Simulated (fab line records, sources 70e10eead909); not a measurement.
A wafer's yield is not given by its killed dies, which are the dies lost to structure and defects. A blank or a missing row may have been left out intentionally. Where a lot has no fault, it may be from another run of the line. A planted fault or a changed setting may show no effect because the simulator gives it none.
Which of the tools did it?    flow nandHarc    7 lots with 20 wafers sampled at 2 steps, on a route of 1302 steps

## WHAT THE GAUGES READ, wafer by wafer
NHARC_A_SIN_REMOVE_INSPECT_04.
lot   measured      on                rawDefectCount
L580  day 20 23:46  defectInspect-02  328 388 340
L582  day 21 17:43  defectInspect-01  427 358 295
L590  day 25 12:35  defectInspect-02  491 379 448
L592  day 26 15:08  defectInspect-01  332 307
L597  day 28 03:19  defectInspect-01  372 345 358
L599  day 28 16:25  defectInspect-02  427 272 302
L600  day 29 09:35  defectInspect-02  329 201 275

## WHAT TOOL EACH LOT RAN ON (gives the tool, then ch and the chambers of the sampled wafers, and finally the start)
lot   NHARC_A_SLIT_ETCH_17
L580  harEtch-01 ch 0,1, day 20 12:11
L582  harEtch-02 ch 0,1, day 21 05:59
L590  harEtch-02 ch 0,1, day 25 02:04
L592  harEtch-02 ch 0,1, day 26 04:44
L597  harEtch-02 ch 0,1, day 27 15:37
L599  harEtch-02 ch 0, day 28 04:40
L600  harEtch-02 ch 0,1, day 28 23:01
- NHARC_A_SLIT_ETCH_17: etches the open film in C4F8/O2/Ar, time 4254.5 s, target depth 20300 nm.

## THE ANSWER, worked out from the rows above alone
Rule: the usual values come from the lots themselves. The widest of any qualifying gaps counts: lots, ordered by their means at a reading, are off when they make up no more than a third of the lots, leave a main group of 4 or more, and stand apart from it by 3 or more times the standard deviation of that group's means. A main group whose means are all the same, to the digits that the tables above print for the reading, isn't used. A lot without any number at a reading at which 4 lots or more have one is off too. Any other lot the step has rows for is counted as sound.
Nothing can be told from this: no lot is off at any reading shown.

## WHAT WAS PUT IN BY THE SIMULATOR
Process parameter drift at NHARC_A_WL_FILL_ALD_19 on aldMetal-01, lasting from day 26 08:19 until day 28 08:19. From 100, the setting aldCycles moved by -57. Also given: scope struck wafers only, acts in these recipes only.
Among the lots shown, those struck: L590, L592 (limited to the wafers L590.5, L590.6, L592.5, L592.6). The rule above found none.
